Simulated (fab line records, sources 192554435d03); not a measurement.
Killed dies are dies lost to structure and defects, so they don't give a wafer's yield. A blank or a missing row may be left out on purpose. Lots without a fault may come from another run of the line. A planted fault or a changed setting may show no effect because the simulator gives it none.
fab line records | flow n5_finfet
record lots=9 wafers=27 last_day=17
route steps=1938 shown DUMMY_GATE@232 BEOL_M4@1111
lots that met no fault: from a run of the same line without faults
start_h: hours from the record's first day to the start of the lot's first wafer shown | wait_h: hours since the lot's step before | " the same as in the row above | L1.1+2: a row that stands for several wafers | - no value, or no start given | * or withheld: withheld | < > ~ a bound
route shown NAME@n: a module of which the file shows steps, and the number in the route of the first | usual: mean/standard deviation of fault-free wafers | same: alike in all rows | chamber/n: place in a boat | sites: the reading at each site | _std_site: their standard deviation | _edge_site: outer sites' mean less inner sites' | radius_mm: how far each site lies from the wafer's centre | mask NAME#n: copy n | behind: the tool/chamber that last shaped the wafer | hold: why the lot was held/for how many hours/how that ended | device: the transistor (n, p or np) that didn't switch | end of line: the same wafers' tests at the end of the route | a step without rows: its recipe alone | killed: dies lost to structure and defects at the first sort, not the wafer's yield | map: a wafer's dies, x killed, . not, _ none there
set.NAME: the setting as run; set.NAME@STEP: as run at that earlier step | model.NAME: the simulator's own value behind a step, which no gauge read
steps of the route over a sample of lots; a table a step, a row a wafer
services: from which hour (start_h, from the record's first day; less than 0 if before it) a tool's chamber was out of use, for how many hours, and why
## steps
# step N5_DUMMY_GATE_OVL_MEAS_16
# recipe points_per_wafer=522
# usual GATE_OVL=0.1/0.8
# columns lot.wafer tool chamber start_h wait_h GATE_OVL[nm]
L770.2 overlay-02 0 55.14 0.0 0.1
L770.3 " 0 " " 0.1
L770.5 " 0 " " -0.8
L771.2 overlay-01 0 58.56 0.0 0.2
L771.4 " 0 " " 0.1
L771.6 " 0 " " 0.3
L773.3 overlay-01 0 69.46 0.0 -1.8
L773.4 " 0 " " -1.5
L773.5 " 0 " " -0.4
L779.2 overlay-02 0 107.01 0.0 0.2
L779.3 " 0 " " 0.2
L779.6 " 0 " " -1.0
L785.2 overlay-01 0 144.44 0.0 0.6
L785.3 " 0 " " 0.9
L785.5 " 0 " " 0.9
L787.3 overlay-01 0 154.99 0.0 0.3
L787.5 " 0 " " 0.8
L787.6 " 0 " " -0.1
L790.2 overlay-01 0 172.79 0.0 1.1
L790.4 " 0 " " 0.5
L790.6 " 0 " " 0.4
L791.1 overlay-02 0 178.00 0.0 0.0
L791.2 " 0 " " 0.9
L791.6 " 0 " " -0.5
L792.2 overlay-02 0 183.40 0.0 -1.1
L792.3 " 0 " " -1.2
L792.5 " 0 " " -0.4
# step N5_DUMMY_GATE_ETCH_36
# recipe chemistry=CF4 target=SiARC target_depth_a=130 pressure_mtorr=40 source_w=545 bias_w=36 Ar_flow_sccm=100 cf4_flow_sccm=100 ion_energy_ev=80
# usual drypump_motor_current_A=5.8/0.41 oes_product_au=0.80/0.1 rf_fwd_power_W=538.8/2.2 rf_vpp_V=184.4/1.2 showerhead_plenum_p_Torr=2.17/0.076 throttle_valve_pct=15.56/0.26
# columns lot.wafer tool chamber start_h wait_h drypump_motor_current_A oes_product_au rf_fwd_power_W rf_hours_counter_h rf_vpp_V showerhead_plenum_p_Torr throttle_valve_pct
L770.2 rie_diel-03 2 55.33 0.0 5.3 0.79 538.9 104 181.9 2.07 15.61
L770.3 " 3 " " 5.3 0.70 537.6 210 182.2 2.13 15.96
L770.5 " 3 " " 5.3 0.69 539.2 - 183.0 2.13 15.97
L771.2 rie_diel-06 3 58.75 0.0 5.8 0.88 540.5 41 185.3 2.27 15.25
L771.4 " 0 " " 5.9 0.70 541.3 - 184.3 2.12 15.73
L771.6 " 1 " " 6.2 0.67 539.2 - 185.5 2.20 15.69
L773.3 rie_diel-06 2 69.64 0.0 5.2 0.98 534.5 2 185.0 2.19 15.38
L773.4 " 1 " " 6.2 0.68 541.0 245 184.3 2.20 15.72
L773.5 " 1 " " 6.1 0.68 539.6 - 184.5 2.20 15.72
L779.2 rie_diel-06 3 107.26 0.0 5.8 0.86 536.5 62 185.3 2.26 15.29
L779.3 " 3 " " 5.8 0.86 537.7 - 186.0 2.26 15.28
L779.6 " 3 " " 5.9 0.85 537.5 - 185.0 2.26 15.27
L785.2 rie_diel-06 2 144.63 0.0 5.2 0.89 533.6 32 185.3 2.18 15.45
L785.3 " 3 " " 5.8 0.85 537.4 76 184.9 2.26 15.32
L785.5 " 1 " " 6.1 0.95 539.2 - 184.3 2.19 15.26
L787.3 rie_diel-06 2 155.21 0.0 5.2 0.88 538.0 35 183.5 2.18 15.45
L787.5 " 0 " " 6.0 0.67 539.7 - 183.7 2.11 15.79
L787.6 " 1 " " 6.1 0.94 537.8 - 185.2 2.19 15.27
L790.2 rie_diel-03 1 172.98 0.0 6.0 0.74 540.6 162 186.1 2.22 15.82
L790.4 " 2 " " 5.3 0.76 539.1 143 182.8 2.06 15.69
L790.6 " 2 " " 5.3 0.75 540.5 - 185.1 2.06 15.70
L791.1 rie_diel-02 0 178.21 0.0 6.1 0.84 540.1 71 184.0 2.25 15.28
L791.2 " 2 " " 6.2 0.74 540.9 187 182.6 2.05 15.96
L791.6 " 3 " " 5.6 0.98 539.1 - 186.4 2.28 15.39
L792.2 rie_diel-02 1 184.39 0.0 6.2 0.75 541.5 152 184.2 2.23 15.38
L792.3 " 3 " " 5.6 0.97 538.4 9 186.2 2.28 15.38
L792.5 " 2 " " 6.2 0.74 539.9 - 183.2 2.05 15.96
# step N5_DUMMY_GATE_ETCH_37
# recipe chemistry=N2/H2 target=SOC target_depth_a=600 overetch_a=300 temp_c=40 ion_energy_ev=200 pressure_mtorr=30 source_w=840 bias_w=150 n2_flow_sccm=200 h2_flow_sccm=200
# usual drypump_motor_current_A=5.8/0.41 oes_product_au=0.64/0.076 rf_fwd_power_W=830/3.5 rf_vpp_V=524.8/2.7 showerhead_plenum_p_Torr=2.58/0.094 temp_c=40.00/0.11 throttle_valve_pct=17.78/0.27
# columns lot.wafer tool chamber start_h wait_h drypump_motor_current_A oes_product_au rf_fwd_power_W rf_hours_counter_h rf_vpp_V showerhead_plenum_p_Torr temp_c throttle_valve_pct
L770.2 rie_diel-03 2 55.37 0.0 5.3 0.64 831 104 521.5 2.47 40.03 17.99
L770.3 " 3 " " 5.3 0.56 829 210 523.8 2.52 40.06 18.09
L770.5 " 3 " " 5.3 0.56 830 - 522.7 2.52 39.78 18.08
L771.2 rie_diel-06 3 58.79 0.0 5.9 0.70 830 41 527.4 2.70 39.97 17.57
L771.4 " 0 " " 6.0 0.55 832 - 521.5 2.52 39.89 17.93
L771.6 " 1 " " 6.1 0.54 834 - 525.6 2.60 40.18 17.78
L773.3 rie_diel-06 2 69.68 0.0 5.2 0.78 823 2 524.7 2.60 40.11 17.65
L773.4 " 1 " " 6.2 0.53 833 245 526.4 2.60 39.95 17.77
L773.5 " 1 " " 6.2 0.53 829 - 526.1 2.60 39.96 17.80
L779.2 rie_diel-06 3 107.32 0.0 5.9 0.68 827 62 528.2 2.69 40.11 17.62
L779.3 " 3 " " 5.8 0.67 829 - 527.6 2.69 39.94 17.61
L779.6 " 3 " " 5.8 0.68 828 - 526.8 2.69 40.13 17.60
L785.2 rie_diel-06 2 144.67 0.0 5.2 0.71 1029 32 489.8 2.58 40.06 17.70
L785.3 " 3 " " 5.8 0.66 829 76 527.0 2.68 40.27 17.63
L785.5 " 1 " " 6.1 0.73 835 - 525.7 2.59 40.13 17.40
L787.3 rie_diel-06 2 155.25 0.0 5.2 0.70 1030 35 489.2 2.58 40.11 17.70
L787.5 " 0 " " 6.0 0.54 830 - 523.1 2.50 39.91 17.97
L787.6 " 1 " " 6.1 0.72 832 - 527.7 2.59 40.01 17.42
L790.2 rie_diel-03 1 173.02 0.0 6.0 0.59 823 162 527.1 2.65 39.98 18.17
L790.4 " 2 " " 5.3 0.61 829 143 520.6 2.46 39.78 18.06
L790.6 " 2 " " 5.3 0.60 829 - 520.1 2.45 40.05 18.06
L791.1 rie_diel-02 0 178.25 0.0 6.1 0.66 829 71 526.3 2.68 40.03 17.45
L791.2 " 2 " " 6.2 0.59 831 187 521.2 2.42 39.90 18.19
L791.6 " 3 " " 5.6 0.75 836 - 529.3 2.71 39.85 17.57
L792.2 rie_diel-02 1 184.43 0.0 6.2 0.59 833 152 526.1 2.65 39.93 17.49
L792.3 " 3 " " 5.6 0.75 834 9 527.0 2.71 39.90 17.58
L792.5 " 2 " " 6.2 0.59 832 - 522.3 2.42 39.76 18.21
# step N5_DUMMY_GATE_STRIP_48
# recipe chemistry=N2/H2 time_s=20 power_w=100 temp_c=40 pressure_mtorr=100 rf_frequency_hz=6e+07 bias_power_w=3 n2_flow_sccm=300 h2_flow_sccm=300
# usual drypump_motor_current_A=5.9/0.43 oes_product_au=0.79/0.095 rf_vpp_V=45.3/0.89 showerhead_plenum_p_Torr=3.40/0.12 temp_c=39.99/0.11 throttle_valve_pct=12.2/0.3
# columns lot.wafer tool chamber start_h wait_h drypump_motor_current_A oes_product_au rf_hours_counter_h rf_vpp_V showerhead_plenum_p_Torr temp_c throttle_valve_pct
L770.2 rie_diel-02 2 56.19 0.0 6.2 0.77 153 44.7 3.25 39.99 12.5
L770.3 " 3 " " 5.6 0.68 232 45.4 3.20 40.01 12.4
L770.5 " 3 " " 5.6 0.68 - 44.4 3.20 40.10 12.4
L771.2 rie_diel-02 2 59.72 0.0 6.2 0.76 153 44.3 3.24 39.88 12.5
L771.4 " 3 " " 5.6 0.68 232 45.0 3.20 40.14 12.4
L771.6 " 0 " " 6.1 0.89 - 44.9 3.58 39.85 11.8
L773.3 rie_diel-02 0 70.50 0.0 6.0 0.89 37 46.5 3.57 39.95 11.7
L773.4 " 1 " " 6.3 0.78 122 46.4 3.54 40.08 11.9
L773.5 " 3 " " 5.6 0.68 - 45.6 3.20 40.10 12.5
L779.2 rie_diel-06 3 108.30 0.0 5.9 0.85 62 45.9 3.56 39.89 12.0
L779.3 " 2 " " 5.2 0.93 - 46.0 3.44 39.86 12.0
L779.6 " 3 " " 5.8 0.86 - 46.4 3.56 39.85 12.0
L785.2 rie_diel-03 1 145.50 0.0 5.9 0.76 152 43.8 3.52 39.99 12.5
L785.3 " 0 " " 6.7 0.92 9 45.0 3.32 40.02 12.0
L785.5 " 0 " " 6.6 0.92 - 44.5 3.32 39.92 12.0
L787.3 rie_diel-06 3 156.07 0.0 5.9 0.84 79 45.9 3.55 39.91 12.0
L787.5 " 1 " " 6.1 0.92 - 44.8 3.44 39.98 11.8
L787.6 " 2 " " 5.2 0.88 - 45.1 3.43 40.06 12.0
L790.2 rie_diel-06 2 173.93 0.0 5.2 0.88 41 44.9 3.42 40.12 12.0
L790.4 " 1 " " 6.1 0.93 20 46.8 3.43 40.02 11.8
L790.6 " 3 " " 5.9 0.83 - 43.8 3.55 40.12 12.0
L791.1 rie_diel-06 0 179.13 0.0 6.0 0.68 240 46.1 3.32 40.05 12.5
L791.2 " 1 " " 6.1 0.92 22 45.2 3.43 39.95 11.8
L791.6 " 1 " " 6.2 0.91 - 44.8 3.43 39.95 11.8
L792.2 rie_diel-03 2 185.67 0.0 5.3 0.76 149 46.3 3.26 40.02 12.4
L792.3 " 0 " " 6.7 0.90 24 44.9 3.31 39.90 12.0
L792.5 " 0 " " 6.7 0.89 - 45.2 3.31 40.00 12.0
# step N5_BEOL_M4_RC_MEAS_101
# usual DIBL_N=36.3/1.2 DIBL_P=36.1/1.6 IOFF_N=0.161/0.023 IOFF_P=0.209/0.027 ION_N=676/8.9 ION_P=462/5.3 SS_N=71.5/0.51 SS_P=73.2/0.5 VT_N=249.1/2.5 VT_P=-249.9/2.8
# columns lot.wafer tool chamber start_h wait_h DIBL_N[mV/V] DIBL_P[mV/V] IOFF_N[nA/um] IOFF_P[nA/um] ION_N[uA/um] ION_P[uA/um] SS_N[mV/dec] SS_P[mV/dec] VT_N[mV] VT_P[mV]
L770.2 prober-01 0 176.29 0.2 36.1 35.6 0.155 0.203 683 462 71.5 72.9 248.2 -249.9
L770.3 " 0 " " 35.8 36.2 0.145 0.211 671 461 70.9 72.7 248.5 -250.4
L770.5 " 0 " " 37.7 38.1 0.185 0.249 689 471 71.6 73.9 246.0 -247.5
L771.2 prober-01 0 180.05 0.2 36.8 35.5 0.161 0.221 675 463 71.3 73.0 250.1 -248.8
L771.4 " 0 " " 37.7 35.8 0.174 0.220 674 466 71.2 73.1 250.3 -249.0
L771.6 " 0 " " 36.8 34.7 0.162 0.213 664 460 71.5 73.5 248.5 -247.3
L773.3 prober-02 0 185.41 0.3 35.5 34.7 0.126 0.169 658 450 70.6 72.4 250.9 -255.3
L773.4 " 0 " " 34.8 33.8 0.121 0.164 664 457 69.9 72.7 252.8 -255.6
L773.5 " 0 " " 36.0 35.1 0.137 0.182 672 459 70.4 72.3 252.8 -254.5
L779.2 prober-01 0 226.46 0.2 36.6 36.6 0.164 0.206 684 463 71.7 72.9 246.6 -249.0
L779.3 " 0 " " 36.6 37.1 0.165 0.209 687 465 71.4 73.7 249.3 -247.0
L779.6 " 0 " " 36.2 36.4 0.150 0.196 673 457 70.7 73.0 248.3 -250.7
L785.2 prober-01 0 256.72 0.2 38.5 37.2 0.175 0.213 679 462 70.9 72.9 248.6 -248.7
L785.3 " 0 " " 38.1 37.1 0.188 0.223 676 454 71.6 73.1 248.3 -248.1
L785.5 " 0 " " 38.1 36.7 0.179 0.210 674 464 71.6 73.3 246.3 -252.6
L787.3 prober-02 0 275.00 0.3 40.2 39.2 0.234 0.282 684 467 73.1 74.4 245.6 -247.4
L787.5 " 0 " " 36.7 34.8 0.159 0.206 669 455 71.6 73.2 250.7 -250.7
L787.6 " 0 " " 37.9 36.1 0.188 0.235 688 474 71.8 73.5 248.7 -246.2
L790.2 prober-02 0 284.75 0.2 34.3 35.7 0.117 0.192 663 461 71.9 72.9 254.1 -252.3
L790.4 " 0 " " 35.8 36.9 0.135 0.214 666 463 71.0 73.7 254.6 -249.9
L790.6 " 0 " " 36.0 37.6 0.138 0.222 673 467 71.6 73.1 254.9 -250.0
L791.1 prober-01 0 294.29 0.0 35.6 36.5 0.161 0.215 666 461 71.9 73.0 249.0 -250.2
L791.2 " 0 " " 36.1 37.8 0.182 0.238 681 461 71.8 73.9 246.7 -247.1
L791.6 " 0 " " 36.0 37.2 0.166 0.222 677 462 72.7 73.7 248.1 -251.9
L792.2 prober-01 0 310.37 0.2 37.1 36.4 0.166 0.217 679 465 71.8 73.3 250.1 -246.2
L792.3 " 0 " " 36.0 35.6 0.143 0.202 674 463 71.9 73.1 250.6 -248.4
L792.5 " 0 " " 35.0 34.3 0.132 0.178 662 457 71.6 73.4 251.1 -248.6
## services
# columns tool chamber start_h hours kind
rie_diel-06 2 54.54 - clean
rie_diel-06 2 54.54 - consumable_replace:focus_ring
rie_diel-06 2 54.54 11.3 scheduled_down
rie_diel-06 2 54.54 11.3 vent_cycle
rie_diel-02 - 83.82 14.6 pm
rie_diel-06 1 87.13 - clean
rie_diel-06 1 87.13 - consumable_replace:focus_ring
rie_diel-06 1 87.13 27.5 scheduled_down
rie_diel-06 1 87.13 27.5 vent_cycle
rie_diel-06 0 88.86 4.1 repair
rie_diel-03 0 98.81 - clean
rie_diel-03 0 98.81 - consumable_replace:focus_ring
rie_diel-03 0 98.81 21.2 scheduled_down
rie_diel-03 0 98.81 21.2 vent_cycle
rie_diel-02 1 113.73 15.6 repair
rie_diel-06 2 117.42 1.2 repair
rie_diel-02 3 129.56 - clean
rie_diel-02 3 129.56 - consumable_replace:focus_ring
rie_diel-02 3 129.56 - consumable_replace:showerhead
rie_diel-02 3 129.56 23.7 scheduled_down
rie_diel-02 3 129.56 23.7 vent_cycle
rie_diel-02 3 153.75 1.5 repair
rie_diel-03 3 164.52 1.7 repair
rie_diel-06 - 179.18 14.6 pm
## key
first_sign step=N5_DUMMY_GATE_ETCH_37 reading=rf_fwd_power_W direction=up sigmas=56 usual=* struck=*
effect step=N5_DUMMY_GATE_ETCH_37 reading=rf_vpp_V direction=down sigmas=13 usual=524.8 struck=489.5
met_at N5_DUMMY_GATE_ETCH_37
struck_lots L785,L787
struck_wafers L785.2,L787.3
not_acting_at N5_DUMMY_GATE_OVL_MEAS_16,N5_DUMMY_GATE_ETCH_36,N5_DUMMY_GATE_STRIP_48
onset_between 69.68 144.67
fault kind=process_parameter_drift tool=rie_diel-06 chamber=2 onset_h=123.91 steps=N5_DUMMY_GATE_ETCH_37 channel=source_w offset=201.6 shape=step end_h=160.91 acts_in=these_recipes_only stated=840
